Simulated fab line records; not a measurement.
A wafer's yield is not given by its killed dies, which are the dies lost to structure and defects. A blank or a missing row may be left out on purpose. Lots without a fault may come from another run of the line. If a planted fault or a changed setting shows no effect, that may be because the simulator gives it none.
fab line records -- flow nand-harc
[record] lots = 24, wafers = 72, last-day = 33
route steps=1302 shown A_CONTACT@1008
lots untouched by any fault: they come from a run of this same line in which no faults occurred
start-h: start of the lot's first displayed wafer, in hours after the record's first day -- wait-h: hours elapsed since this lot's preceding step -- " the same as in the row above -- L1.1+2: a single row standing in for several wafers -- - either no value or no given start -- * or withheld: withheld -- < > ~ a bound
route shown NAME@n: a module of which the file shows steps, and the number in the route of the first -- usual: mean/standard deviation taken from wafers without a fault -- same: alike in all rows -- chamber/n: place in a boat -- sites: the reading at each site -- _std_site: how widely they spread, as a standard deviation -- _edge_site: outer sites' mean less inner sites' -- radius-mm: how far each site lies from the wafer's centre -- mask NAME#n: copy n -- behind: tool/chamber where the wafer was last shaped -- hold: reason for holding the lot/hours on hold/outcome of the hold -- device: whichever transistor did not switch (one of n, p or np) -- end of line: at the end of the route, the tests of the same wafers -- a step with no rows: only its recipe -- killed: dies lost to structure and defects at the first sort, not the wafer's yield -- map: per-die view of a wafer (x killed, . not killed, _ where there is no die)
set.NAME: the run value of the setting; set.NAME@STEP: its run value at that earlier step -- model.NAME: the simulator's own value behind a step, which no gauge read
steps of the route over a sample of lots; a table a step, a row a wafer
services: the hour from which a tool's chamber was out of use, counted from the record's first day as start-h (under 0 if before that day), plus the number of hours and why
[[steps]]
[step NHARC_A_CONTACT_ETCH_114]
[recipe] source-w = withheld, pressure-mtorr = 20, bias-v = 3000, time-s = 190, target-depth-a = 18500, ar-flow-sccm = withheld, c4f8-flow-sccm = withheld, o2-flow-sccm = withheld, chemistry = C4F8/O2/Ar
lot.wafer,tool,chamber,start-h,wait-h,rf-hours-counter-h
L074.1,har-cap-etch-02,0,506.14,0.1,84
L074.2,har-cap-etch-02,1,506.14,0.1,84
L074.5,har-cap-etch-02,1,506.14,0.1,-
L075.2,har-cap-etch-03,1,507.63,0.1,42
L075.3,har-cap-etch-03,1,507.63,0.1,-
L075.5,har-cap-etch-03,0,507.63,0.1,-
L076.3,har-cap-etch-02,0,510.10,0.1,-
L076.5,har-cap-etch-02,0,510.10,0.1,-
L076.6,har-cap-etch-02,1,510.10,0.1,-
L077.4,har-cap-etch-03,0,523.99,0.1,-
L077.3,har-cap-etch-03,1,523.99,0.1,-
L077.5,har-cap-etch-03,0,523.99,0.1,-
L078.2,har-cap-etch-03,1,555.18,0.1,50
L078.3,har-cap-etch-03,0,555.18,0.1,-
L078.5,har-cap-etch-03,0,555.18,0.1,-
L079.1,har-cap-etch-01,0,558.67,0.1,5
L079.4,har-cap-etch-01,0,558.67,0.1,-
L079.6,har-cap-etch-01,1,558.67,0.1,-
L081.2,har-cap-etch-03,1,565.66,0.2,52
L081.1,har-cap-etch-03,0,565.66,0.2,52
L081.3,har-cap-etch-03,1,565.66,0.2,-
L080.2,har-cap-etch-02,0,569.86,0.1,93
L080.4,har-cap-etch-02,1,569.86,0.1,-
L080.6,har-cap-etch-02,1,569.86,0.1,-
L082.1,har-cap-etch-01,1,570.37,0.1,9
L082.3,har-cap-etch-01,0,570.37,0.1,-
L082.6,har-cap-etch-01,1,570.37,0.1,-
L086.1,har-cap-etch-03,1,589.09,0.1,58
L086.2,har-cap-etch-03,0,589.09,0.1,58
L086.5,har-cap-etch-03,0,589.09,0.1,-
L083.3,har-cap-etch-01,0,590.41,0.1,-
L083.4,har-cap-etch-01,1,590.41,0.1,-
L083.5,har-cap-etch-01,0,590.41,0.1,-
L084.2,har-cap-etch-02,1,596.00,0.1,101
L084.5,har-cap-etch-02,1,596.00,0.1,-
L084.6,har-cap-etch-02,0,596.00,0.1,-
L085.1,har-cap-etch-01,0,596.36,0.1,17
L085.3,har-cap-etch-01,0,596.36,0.1,-
L085.6,har-cap-etch-01,1,596.36,0.1,-
L087.4,har-cap-etch-01,0,613.83,0.1,-
L087.6,har-cap-etch-01,0,613.83,0.1,-
L087.5,har-cap-etch-01,1,613.83,0.1,-
L088.2,har-cap-etch-02,1,646.75,0.1,108
L088.5,har-cap-etch-02,0,646.75,0.1,-
L088.6,har-cap-etch-02,1,646.75,0.1,-
L089.2,har-cap-etch-01,1,646.88,0.1,25
L089.1,har-cap-etch-01,0,646.88,0.1,25
L089.3,har-cap-etch-01,1,646.88,0.1,-
L090.1,har-cap-etch-03,1,650.10,0.1,69
L090.4,har-cap-etch-03,0,650.10,0.1,-
L090.5,har-cap-etch-03,0,650.10,0.1,-
L092.1,har-cap-etch-01,0,685.53,0.1,31
L092.5,har-cap-etch-01,0,685.53,0.1,-
L092.6,har-cap-etch-01,1,685.53,0.1,-
L091.2,har-cap-etch-02,1,685.74,0.1,113
L091.4,har-cap-etch-02,0,685.74,0.1,-
L091.5,har-cap-etch-02,1,685.74,0.1,-
L093.2,har-cap-etch-03,1,694.11,0.1,75
L093.1,har-cap-etch-03,0,694.11,0.1,75
L093.5,har-cap-etch-03,1,694.11,0.1,-
L094.2,har-cap-etch-02,1,699.81,0.1,116
L094.1,har-cap-etch-02,0,699.81,0.1,116
L094.5,har-cap-etch-02,0,699.81,0.1,-
L095.1,har-cap-etch-03,1,700.24,0.1,77
L095.2,har-cap-etch-03,0,700.24,0.1,77
L095.5,har-cap-etch-03,0,700.24,0.1,-
L097.1,har-cap-etch-03,0,715.23,0.1,82
L097.3,har-cap-etch-03,0,715.23,0.1,-
L097.6,har-cap-etch-03,1,715.23,0.1,-
L096.3,har-cap-etch-03,1,720.30,0.1,-
L096.5,har-cap-etch-03,1,720.30,0.1,-
L096.6,har-cap-etch-03,0,720.30,0.1,-
[step NHARC_A_CONTACT_ETCH_122]
[recipe] source-w = withheld, pressure-mtorr = 20, bias-v = 3000, time-s = 190, target-depth-a = 18500, ar-flow-sccm = withheld, c4f8-flow-sccm = withheld, o2-flow-sccm = withheld, chemistry = C4F8/O2/Ar
lot.wafer,tool,chamber,start-h,wait-h,rf-hours-counter-h
L074.1,har-cap-etch-02,0,507.50,0.1,85
L074.2,har-cap-etch-02,1,507.50,0.1,85
L074.5,har-cap-etch-02,1,507.50,0.1,-
L075.2,har-cap-etch-03,1,509.00,0.1,43
L075.3,har-cap-etch-03,1,509.00,0.1,-
L075.5,har-cap-etch-03,0,509.00,0.1,-
L076.3,har-cap-etch-02,0,511.47,0.1,-
L076.5,har-cap-etch-02,0,511.47,0.1,-
L076.6,har-cap-etch-02,1,511.47,0.1,-
L077.4,har-cap-etch-03,0,525.36,0.1,-
L077.3,har-cap-etch-03,1,525.36,0.1,-
L077.5,har-cap-etch-03,0,525.36,0.1,-
L078.2,har-cap-etch-03,1,556.55,0.1,51
L078.3,har-cap-etch-03,0,556.55,0.1,-
L078.5,har-cap-etch-03,0,556.55,0.1,-
L079.1,har-cap-etch-01,0,560.03,0.1,7
L079.4,har-cap-etch-01,0,560.03,0.1,-
L079.6,har-cap-etch-01,1,560.03,0.1,-
L081.2,har-cap-etch-03,1,567.47,0.2,53
L081.1,har-cap-etch-03,0,567.47,0.2,53
L081.3,har-cap-etch-03,1,567.47,0.2,-
L080.2,har-cap-etch-02,0,571.23,0.1,94
L080.4,har-cap-etch-02,1,571.23,0.1,-
L080.6,har-cap-etch-02,1,571.23,0.1,-
L082.1,har-cap-etch-01,1,571.74,0.1,11
L082.3,har-cap-etch-01,0,571.74,0.1,-
L082.6,har-cap-etch-01,1,571.74,0.1,-
L086.1,har-cap-etch-03,1,590.46,0.1,59
L086.2,har-cap-etch-03,0,590.46,0.1,59
L086.5,har-cap-etch-03,0,590.46,0.1,-
L083.3,har-cap-etch-01,0,591.78,0.1,-
L083.4,har-cap-etch-01,1,591.78,0.1,-
L083.5,har-cap-etch-01,0,591.78,0.1,-
L084.2,har-cap-etch-02,1,597.36,0.1,102
L084.5,har-cap-etch-02,1,597.36,0.1,-
L084.6,har-cap-etch-02,0,597.36,0.1,-
L085.1,har-cap-etch-01,0,597.72,0.1,18
L085.3,har-cap-etch-01,0,597.72,0.1,-
L085.6,har-cap-etch-01,1,597.72,0.1,-
L087.4,har-cap-etch-01,0,615.20,0.1,-
L087.6,har-cap-etch-01,0,615.20,0.1,-
L087.5,har-cap-etch-01,1,615.20,0.1,-
L089.2,har-cap-etch-01,1,648.25,0.1,26
L089.1,har-cap-etch-01,0,648.25,0.1,26
L089.3,har-cap-etch-01,1,648.25,0.1,-
L088.2,har-cap-etch-02,1,648.47,0.2,109
L088.5,har-cap-etch-02,0,648.47,0.2,-
L088.6,har-cap-etch-02,1,648.47,0.2,-
L090.1,har-cap-etch-03,1,651.47,0.1,70
L090.4,har-cap-etch-03,0,651.47,0.1,-
L090.5,har-cap-etch-03,0,651.47,0.1,-
L092.1,har-cap-etch-01,0,686.90,0.1,32
L092.5,har-cap-etch-01,0,686.90,0.1,-
L092.6,har-cap-etch-01,1,686.90,0.1,-
L091.2,har-cap-etch-02,1,687.44,0.5,115
L091.4,har-cap-etch-02,0,687.44,0.5,-
L091.5,har-cap-etch-02,1,687.44,0.5,-
L093.2,har-cap-etch-03,1,695.48,0.1,76
L093.1,har-cap-etch-03,0,695.48,0.1,76
L093.5,har-cap-etch-03,1,695.48,0.1,-
L095.1,har-cap-etch-03,1,701.60,0.1,78
L095.2,har-cap-etch-03,0,701.60,0.1,78
L095.5,har-cap-etch-03,0,701.60,0.1,-
L094.2,har-cap-etch-02,1,701.64,0.2,117
L094.1,har-cap-etch-02,0,701.64,0.2,117
L094.5,har-cap-etch-02,0,701.64,0.2,-
L097.1,har-cap-etch-03,0,716.59,0.1,83
L097.3,har-cap-etch-03,0,716.59,0.1,-
L097.6,har-cap-etch-03,1,716.59,0.1,-
L096.3,har-cap-etch-03,1,721.68,0.1,-
L096.5,har-cap-etch-03,1,721.68,0.1,-
L096.6,har-cap-etch-03,0,721.68,0.1,-
[step NHARC_A_CONTACT_STRIP_55]
[recipe] o2-flow-sccm = 500, ar-flow-sccm = 0, bias-w = 0, chemistry = O2
[usual] drypump-motor-current-A = 5.7/0.44, oes-product-au = 1.000/0.0095, rf-vpp-V = 57.6/0.82, showerhead-plenum-p-Torr = 3.43/0.15, throttle-valve-pct = 17.037/0.0096
lot.wafer,tool,chamber,start-h,wait-h,drypump-motor-current-A,oes-product-au,rf-hours-counter-h,rf-vpp-V,showerhead-plenum-p-Torr,throttle-valve-pct
L074.1,rie-diel-08,1,-,-,4.8,0.990,50,57.5,3.45,17.046
L074.2,rie-diel-08,2,-,-,5.9,1.011,46,58.0,3.47,17.035
L074.5,rie-diel-08,1,-,-,4.8,0.993,-,57.5,3.45,17.029
L075.2,rie-diel-09,3,-,-,6.2,0.991,1,57.0,3.32,17.038
L075.3,rie-diel-09,0,-,-,5.3,1.019,1,58.3,3.72,17.041
L075.5,rie-diel-09,2,-,-,5.6,1.002,-,57.4,3.30,17.023
L076.3,rie-diel-08,1,-,-,4.8,1.010,51,57.0,3.45,17.035
L076.6,rie-diel-08,0,-,-,5.3,1.004,-,56.7,3.50,17.038
L076.5,rie-diel-08,1,-,-,4.8,0.998,-,57.7,3.45,17.017
L077.3,rie-diel-09,0,-,-,5.3,1.009,2,58.0,3.72,17.055
L077.4,rie-diel-09,3,-,-,6.2,1.007,3,56.9,3.32,17.037
L077.5,rie-diel-09,1,-,-,5.7,0.993,-,56.4,3.28,17.025
L078.3,rie-diel-08,0,-,-,5.3,1.021,0,57.2,3.50,17.032
L078.2,rie-diel-08,1,-,-,4.8,1.003,0,58.4,3.45,17.033
L078.5,rie-diel-08,3,-,-,6.2,1.001,-,56.1,3.31,17.034
L079.4,rie-diel-09,0,-,-,5.3,0.999,9,56.5,3.71,17.043
L079.1,rie-diel-09,3,-,-,6.2,0.992,8,56.8,3.31,17.037
L079.6,rie-diel-09,0,-,-,5.3,1.004,-,58.7,3.71,17.038
L081.2,rie-diel-08,3,-,-,6.2,0.997,3,57.0,3.31,17.033
L081.3,rie-diel-08,1,-,-,4.8,1.000,3,56.0,3.45,17.052
L081.1,rie-diel-08,2,-,-,5.9,1.011,3,57.4,3.46,17.035
L080.4,rie-diel-09,2,-,-,5.6,1.010,10,56.0,3.29,17.042
L080.2,rie-diel-09,1,-,-,5.7,0.997,12,57.6,3.28,17.056
L080.6,rie-diel-09,2,-,-,5.6,1.014,-,56.8,3.29,17.034
L082.3,rie-diel-08,3,-,-,6.2,0.993,4,57.9,3.31,17.029
L082.1,rie-diel-08,0,-,-,5.3,1.000,4,57.5,3.49,17.020
L082.6,rie-diel-08,3,-,-,6.1,1.003,-,57.3,3.31,17.026
L086.2,rie-diel-08,2,-,-,5.9,0.995,13,56.0,3.46,17.044
L086.1,rie-diel-08,3,-,-,6.1,0.992,16,57.7,3.30,17.032
L086.5,rie-diel-08,1,-,-,4.8,0.990,-,57.1,3.44,17.035
L083.4,rie-diel-09,2,-,-,5.7,1.004,13,55.6,3.29,17.042
L083.3,rie-diel-09,1,-,-,5.7,0.996,18,57.1,3.27,17.055
L083.5,rie-diel-09,2,-,-,5.6,1.017,-,57.8,3.29,17.024
L084.2,rie-diel-11,2,-,-,6.4,1.005,63,57.5,3.34,17.021
L084.6,rie-diel-11,3,-,-,5.9,1.012,-,57.6,3.40,17.027
L084.5,rie-diel-11,0,-,-,5.5,1.010,-,58.3,3.50,17.040
L085.1,rie-diel-08,3,-,-,6.1,0.999,18,56.8,3.30,17.021
L085.3,rie-diel-08,1,-,-,4.8,0.991,15,57.6,3.44,17.049
L085.6,rie-diel-08,3,-,-,6.2,0.988,-,57.4,3.30,17.045
L087.4,rie-diel-08,3,-,-,6.1,0.995,21,56.9,3.30,17.041
L087.6,rie-diel-08,1,-,-,4.8,0.995,-,56.5,3.44,17.050
L087.5,rie-diel-08,2,-,-,5.9,0.996,-,57.5,3.45,17.038
L089.3,rie-diel-09,0,-,-,5.3,0.992,27,58.7,3.70,17.040
L089.1,rie-diel-09,1,-,-,5.7,0.982,28,56.6,3.27,17.050
L089.2,rie-diel-09,2,-,-,5.6,1.018,23,57.7,3.29,17.028
L088.2,rie-diel-11,3,-,-,5.9,1.007,13,57.4,3.39,17.036
L088.6,rie-diel-11,0,-,-,5.5,1.001,-,57.3,3.50,17.034
L088.5,rie-diel-11,1,-,-,5.8,1.006,-,56.9,3.42,17.024
L090.1,rie-diel-08,1,-,-,4.8,0.999,28,57.8,3.43,17.038
L090.5,rie-diel-08,0,-,-,5.3,1.024,-,59.1,3.48,17.035
L090.4,rie-diel-08,3,-,-,6.2,0.997,-,56.8,3.30,17.050
L092.1,rie-diel-09,2,-,-,5.7,1.001,1,55.5,3.29,17.040
L092.5,rie-diel-09,0,-,-,5.3,0.986,-,58.4,3.70,17.028
L092.6,rie-diel-09,1,-,-,5.7,0.989,-,57.6,3.81,17.057
L091.2,rie-diel-08,1,-,-,4.8,0.999,42,59.0,3.42,17.030
L091.4,rie-diel-08,2,-,-,5.9,1.001,39,57.2,3.44,17.034
L091.5,rie-diel-08,0,-,-,5.3,1.023,-,58.0,3.47,17.039
L093.1,rie-diel-09,1,-,-,5.7,0.998,1,58.1,3.81,17.048
L093.2,rie-diel-09,0,-,-,5.3,0.986,1,57.6,3.70,17.013
L093.5,rie-diel-09,1,-,-,5.7,0.995,-,59.2,3.81,17.045
L095.1,rie-diel-09,3,-,-,6.2,0.998,3,56.8,3.30,17.031
L095.2,rie-diel-09,0,-,-,5.3,0.990,3,58.6,3.70,17.035
L095.5,rie-diel-09,0,-,-,5.3,0.997,-,57.4,3.70,17.031
L094.2,rie-diel-09,0,-,-,5.3,0.994,3,57.7,3.70,17.044
L094.1,rie-diel-09,2,-,-,5.7,1.004,3,56.4,3.28,17.039
L094.5,rie-diel-09,0,-,-,5.3,0.998,-,58.0,3.70,17.031
L097.3,rie-diel-11,1,-,-,5.8,0.999,36,58.3,3.41,17.035
L097.1,rie-diel-11,3,-,-,5.9,1.004,33,57.0,3.38,17.042
L097.6,rie-diel-11,1,-,-,5.8,1.008,-,58.2,3.41,17.040
L096.3,rie-diel-09,3,-,-,6.2,1.001,7,57.7,3.30,17.033
L096.6,rie-diel-09,3,-,-,6.2,0.985,-,58.6,3.30,17.046
L096.5,rie-diel-09,0,-,-,5.3,0.985,-,57.8,3.70,17.041
[step NHARC_A_CONTACT_DEP_57]
[recipe] target-thk-a = 53000, temp-c = 400, material = aC
[usual] susceptor-temp-C = 399.99/0.19, throttle-valve-pct = 35.001/0.0092
lot.wafer,tool,chamber,start-h,wait-h,susceptor-temp-C,throttle-valve-pct
L074.1,acl-dep-03,0,509.83,-,-,35.001
L074.2,acl-dep-03,0,509.83,-,-,35.005
L074.5,acl-dep-03,0,511.96,-,-,35.003
L075.2,acl-dep-03,0,513.56,-,399.70,35.001
L075.3,acl-dep-03,0,513.56,-,399.70,35.001
L075.5,acl-dep-03,0,515.17,-,399.97,34.983
L076.3,acl-dep-03,0,517.31,-,-,35.001
L076.5,acl-dep-03,0,518.38,-,-,34.994
L076.6,acl-dep-03,0,518.38,-,-,35.000
L077.3,acl-dep-02,0,528.70,-,399.89,35.003
L077.4,acl-dep-02,0,528.70,-,400.03,35.018
L077.5,acl-dep-02,0,528.70,-,400.13,34.983
L078.2,acl-dep-03,0,560.00,-,399.84,35.005
L078.3,acl-dep-03,0,560.00,-,399.95,35.000
L078.5,acl-dep-03,0,561.64,-,399.90,35.007
L079.1,acl-dep-03,0,569.53,-,399.87,34.996
L079.4,acl-dep-03,0,571.14,-,399.82,35.002
L079.6,acl-dep-03,0,572.22,-,399.90,35.002
L081.1,acl-dep-03,0,572.75,-,400.02,35.001
L081.2,acl-dep-03,0,572.75,-,400.17,35.008
L081.3,acl-dep-03,0,572.75,-,400.14,35.000
L080.2,acl-dep-01,0,574.32,-,399.86,35.002
L080.4,acl-dep-01,0,575.40,-,400.18,34.985
L080.6,acl-dep-01,0,576.48,-,399.75,35.003
L082.1,acl-dep-02,0,575.70,-,-,34.995
L082.3,acl-dep-02,0,576.77,-,-,34.988
L082.6,acl-dep-02,0,578.37,-,-,35.016
L086.1,acl-dep-01,0,592.89,-,-,35.005
L086.2,acl-dep-01,0,592.89,-,-,34.993
L086.5,acl-dep-01,0,595.01,-,-,34.999
L083.3,acl-dep-02,0,595.20,-,400.38,35.006
L083.4,acl-dep-02,0,595.20,-,400.22,35.007
L083.5,acl-dep-02,0,595.20,-,400.20,35.003
L085.1,acl-dep-02,0,603.03,-,400.11,34.986
L085.3,acl-dep-02,0,604.11,-,400.16,34.994
L085.6,acl-dep-02,0,605.72,-,399.89,35.004
L084.2,acl-dep-03,0,603.05,-,399.68,35.004
L084.5,acl-dep-03,0,604.67,-,399.93,35.008
L084.6,acl-dep-03,0,604.67,-,400.05,34.967
L087.4,acl-dep-02,0,620.86,-,400.02,34.997
L087.5,acl-dep-02,0,620.86,-,400.11,34.997
L087.6,acl-dep-02,0,620.86,-,400.22,35.002
L089.1,acl-dep-01,0,650.57,-,399.95,34.987
L089.2,acl-dep-01,0,650.57,-,400.02,35.006
L089.3,acl-dep-01,0,650.57,-,400.02,35.003
L088.2,acl-dep-02,0,652.32,-,400.09,35.006
L088.5,acl-dep-02,0,653.95,-,400.17,34.999
L088.6,acl-dep-02,0,653.95,-,400.19,35.006
L090.1,acl-dep-01,0,654.35,-,399.75,35.002
L090.4,acl-dep-01,0,655.99,-,400.13,35.009
L090.5,acl-dep-01,0,655.99,-,399.90,35.026
L092.1,acl-dep-02,0,692.18,-,400.10,34.997
L092.5,acl-dep-02,0,694.33,-,400.15,34.992
L092.6,acl-dep-02,0,694.33,-,400.17,35.000
L091.2,acl-dep-02,0,695.95,-,399.82,34.991
L091.4,acl-dep-02,0,697.02,-,400.10,34.990
L091.5,acl-dep-02,0,697.02,-,400.29,35.009
L093.1,acl-dep-01,0,702.30,-,-,35.008
L093.2,acl-dep-01,0,702.30,-,-,34.994
L093.5,acl-dep-01,0,704.43,-,-,35.017
L095.1,acl-dep-03,0,704.18,-,399.77,35.004
L095.2,acl-dep-03,0,704.18,-,399.82,34.991
L095.5,acl-dep-03,0,706.33,-,399.77,35.016
L094.1,acl-dep-01,0,705.49,-,-,35.001
L094.2,acl-dep-01,0,705.49,-,-,35.002
L094.5,acl-dep-01,0,707.63,-,-,34.993
L097.1,acl-dep-01,0,720.15,-,399.73,35.005
L097.3,acl-dep-01,0,721.23,-,400.04,34.989
L097.6,acl-dep-01,0,722.84,-,399.81,35.013
L096.3,acl-dep-01,0,725.16,-,399.74,35.005
L096.5,acl-dep-01,0,726.26,-,399.76,34.991
L096.6,acl-dep-01,0,726.26,-,399.91,35.004
[step NHARC_A_CONTACT_CD_MEAS_69]
[recipe] target-cd-nm = 300, landing-energy-ev = 500
[usual] cd-nm = 300.1/0.52
lot.wafer,tool,chamber,start-h,wait-h,cd-nm
L074.1,cd-sem-01,0,513.76,-,299.8
L074.2,cd-sem-01,0,513.76,-,299.9
L074.5,cd-sem-01,0,513.76,-,300.1
L075.2,cd-sem-01,0,517.00,-,299.8
L075.3,cd-sem-01,0,517.00,-,299.5
L075.5,cd-sem-01,0,517.00,-,300.6
L076.3,cd-sem-01,0,520.20,-,300.0
L076.5,cd-sem-01,0,520.20,-,300.1
L076.6,cd-sem-01,0,520.20,-,300.5
L077.3,cd-sem-02,0,531.50,-,299.7
L077.4,cd-sem-02,0,531.50,-,299.6
L077.5,cd-sem-02,0,531.50,-,299.7
L078.2,cd-sem-03,0,563.58,-,299.7
L078.3,cd-sem-03,0,563.58,-,300.5
L078.5,cd-sem-03,0,563.58,-,299.2
L079.1,cd-sem-02,0,573.37,-,299.9
L079.4,cd-sem-02,0,573.37,-,300.4
L079.6,cd-sem-02,0,573.37,-,300.1
L081.1,cd-sem-01,0,576.80,-,300.3
L081.2,cd-sem-01,0,576.80,-,300.0
L081.3,cd-sem-01,0,576.80,-,299.9
L080.2,cd-sem-02,0,577.77,-,300.0
L080.4,cd-sem-02,0,577.77,-,300.1
L080.6,cd-sem-02,0,577.77,-,299.0
L082.1,cd-sem-01,0,579.73,-,300.1
L082.3,cd-sem-01,0,579.73,-,299.7
L082.6,cd-sem-01,0,579.73,-,300.0
L086.1,cd-sem-01,0,596.68,-,301.1
L086.2,cd-sem-01,0,596.68,-,300.5
L086.5,cd-sem-01,0,596.68,-,300.2
L083.3,cd-sem-02,0,598.14,-,301.0
L083.4,cd-sem-02,0,598.14,-,299.5
L083.5,cd-sem-02,0,598.14,-,300.6
L084.2,cd-sem-02,0,606.36,-,298.8
L084.5,cd-sem-02,0,606.36,-,299.5
L084.6,cd-sem-02,0,606.36,-,298.8
L085.1,cd-sem-02,0,607.00,-,300.7
L085.3,cd-sem-02,0,607.00,-,299.8
L085.6,cd-sem-02,0,607.00,-,300.8
L087.4,cd-sem-02,0,623.22,-,299.3
L087.5,cd-sem-02,0,623.22,-,299.9
L087.6,cd-sem-02,0,623.22,-,299.5
L089.1,cd-sem-03,0,654.58,-,300.7
L089.2,cd-sem-03,0,654.58,-,300.6
L089.3,cd-sem-03,0,654.58,-,300.6
L088.2,cd-sem-01,0,655.78,-,301.1
L088.5,cd-sem-01,0,655.78,-,300.2
L088.6,cd-sem-01,0,655.78,-,300.1
L090.1,cd-sem-01,0,658.37,-,300.5
L090.4,cd-sem-01,0,658.37,-,300.7
L090.5,cd-sem-01,0,658.37,-,300.6
L092.1,cd-sem-03,0,696.15,-,300.0
L092.5,cd-sem-03,0,696.15,-,300.1
L092.6,cd-sem-03,0,696.15,-,299.5
L091.2,cd-sem-03,0,699.26,-,300.0
L091.4,cd-sem-03,0,699.26,-,300.2
L091.5,cd-sem-03,0,699.26,-,299.9
L093.1,cd-sem-01,0,706.11,-,299.8
L093.2,cd-sem-01,0,706.11,-,299.7
L093.5,cd-sem-01,0,706.11,-,300.4
L095.1,cd-sem-03,0,708.15,-,300.1
L095.2,cd-sem-03,0,708.15,-,300.0
L095.5,cd-sem-03,0,708.15,-,300.9
L094.1,cd-sem-03,0,709.31,-,299.5
L094.2,cd-sem-03,0,709.31,-,300.5
L094.5,cd-sem-03,0,709.31,-,300.0
L097.1,cd-sem-01,0,724.14,-,300.6
L097.3,cd-sem-01,0,724.14,-,300.0
L097.6,cd-sem-01,0,724.14,-,300.6
L096.3,cd-sem-02,0,728.11,-,299.8
L096.5,cd-sem-02,0,728.11,-,300.2
L096.6,cd-sem-02,0,728.11,-,299.6
[step NHARC_A_CONTACT_ETCH_130]
[recipe] source-w = withheld, pressure-mtorr = 20, bias-v = 3000, time-s = 197, target-depth-a = 19180, ar-flow-sccm = withheld, c4f8-flow-sccm = withheld, o2-flow-sccm = withheld, chemistry = C4F8/O2/Ar
lot.wafer,tool,chamber,start-h,wait-h,rf-hours-counter-h
L074.2,har-cap-etch-03,0,516.57,0.1,45
L074.1,har-cap-etch-03,1,516.57,0.1,45
L074.5,har-cap-etch-03,1,516.57,0.1,-
L075.2,har-cap-etch-01,1,519.80,0.1,1
L075.3,har-cap-etch-01,1,519.80,0.1,-
L075.5,har-cap-etch-01,0,519.80,0.1,-
L076.3,har-cap-etch-02,0,523.10,0.1,-
L076.5,har-cap-etch-02,1,523.10,0.1,-
L076.6,har-cap-etch-02,0,523.10,0.1,-
L077.4,har-cap-etch-01,0,534.66,0.1,-
L077.3,har-cap-etch-01,1,534.66,0.1,-
L077.5,har-cap-etch-01,0,534.66,0.1,-
L078.2,har-cap-etch-01,1,566.42,0.1,8
L078.3,har-cap-etch-01,1,566.42,0.1,-
L078.5,har-cap-etch-01,1,566.42,0.1,-
L079.1,har-cap-etch-03,1,576.54,0.2,55
L079.4,har-cap-etch-03,0,576.54,0.2,-
L079.6,har-cap-etch-03,0,576.54,0.2,-
L081.1,har-cap-etch-01,0,579.61,0.1,12
L081.2,har-cap-etch-01,1,579.61,0.1,12
L081.3,har-cap-etch-01,1,579.61,0.1,-
L080.2,har-cap-etch-02,0,580.59,0.1,97
L080.4,har-cap-etch-02,1,580.59,0.1,-
L080.6,har-cap-etch-02,0,580.59,0.1,-
L082.1,har-cap-etch-03,1,582.55,0.1,57
L082.3,har-cap-etch-03,0,582.55,0.1,-
L082.6,har-cap-etch-03,1,582.55,0.1,-
L086.2,har-cap-etch-03,1,599.50,0.1,62
L086.1,har-cap-etch-03,0,599.50,0.1,62
L086.5,har-cap-etch-03,1,599.50,0.1,-
L083.3,har-cap-etch-02,1,601.01,0.1,-
L083.4,har-cap-etch-02,0,601.01,0.1,-
L083.5,har-cap-etch-02,0,601.01,0.1,-
L084.2,har-cap-etch-01,1,609.21,0.1,20
L084.5,har-cap-etch-01,0,609.21,0.1,-
L084.6,har-cap-etch-01,1,609.21,0.1,-
L085.1,har-cap-etch-03,1,609.85,0.1,64
L085.3,har-cap-etch-03,1,609.85,0.1,-
L085.6,har-cap-etch-03,0,609.85,0.1,-
L087.4,har-cap-etch-01,0,626.09,0.1,-
L087.5,har-cap-etch-01,0,626.09,0.1,-
L087.6,har-cap-etch-01,1,626.09,0.1,-
L089.2,har-cap-etch-01,1,657.39,0.1,28
L089.1,har-cap-etch-01,0,657.39,0.1,28
L089.3,har-cap-etch-01,0,657.39,0.1,-
L088.2,har-cap-etch-02,1,658.61,0.2,111
L088.5,har-cap-etch-02,1,658.61,0.2,-
L088.6,har-cap-etch-02,0,658.61,0.2,-
L090.1,har-cap-etch-03,0,661.25,0.1,72
L090.4,har-cap-etch-03,1,661.25,0.1,-
L090.5,har-cap-etch-03,0,661.25,0.1,-
L092.1,har-cap-etch-01,0,699.31,0.2,33
L092.6,har-cap-etch-01,0,699.31,0.2,-
L092.5,har-cap-etch-01,1,699.31,0.2,-
L091.2,har-cap-etch-01,0,702.46,0.2,35
L091.4,har-cap-etch-01,1,702.46,0.2,-
L091.5,har-cap-etch-01,0,702.46,0.2,-
L093.2,har-cap-etch-02,1,708.92,0.1,118
L093.1,har-cap-etch-02,0,708.92,0.1,118
L093.5,har-cap-etch-02,0,708.92,0.1,-
L095.1,har-cap-etch-01,0,711.47,0.2,37
L095.2,har-cap-etch-01,1,711.47,0.2,37
L095.5,har-cap-etch-01,1,711.47,0.2,-
L094.2,har-cap-etch-02,0,714.62,0.1,120
L094.1,har-cap-etch-02,1,714.62,0.1,120
L094.5,har-cap-etch-02,0,714.62,0.1,-
L097.1,har-cap-etch-02,0,726.96,0.1,123
L097.3,har-cap-etch-02,1,726.96,0.1,-
L097.6,har-cap-etch-02,1,726.96,0.1,-
L096.3,har-cap-etch-03,0,731.12,0.1,-
L096.6,har-cap-etch-03,0,731.12,0.1,-
L096.5,har-cap-etch-03,1,731.12,0.1,-
[[services]]
tool,chamber,start-h,hours,kind
acl-dep-03,-,484.17,13.0,pm
rie-diel-11,1,496.97,9.3,repair
rie-diel-09,-,497.19,9.0,pm
har-cap-etch-01,-,498.98,17.0,pm
rie-diel-08,-,545.68,9.0,pm
acl-dep-01,-,551.42,13.0,pm
har-cap-etch-02,-,561.56,3.9,repair
rie-diel-09,2,583.96,4.6,repair
har-cap-etch-03,-,593.66,1.3,repair
acl-dep-02,-,606.26,13.0,pm
rie-diel-11,-,609.52,9.0,pm
rie-diel-11,0,620.33,3.0,repair
har-cap-etch-02,-,632.06,0.4,repair
rie-diel-09,3,633.77,4.6,repair
rie-diel-08,2,641.14,14.9,repair
rie-diel-11,3,653.03,5.0,repair
rie-diel-11,0,654.31,4.5,repair
rie-diel-11,-,661.24,0.3,repair
acl-dep-03,-,665.45,13.0,pm
rie-diel-09,-,674.19,9.0,pm
rie-diel-11,2,701.72,3.3,repair
rie-diel-11,0,707.98,13.4,repair
rie-diel-09,1,717.57,6.1,repair
rie-diel-08,-,722.70,9.0,pm
[[key]]
fault none
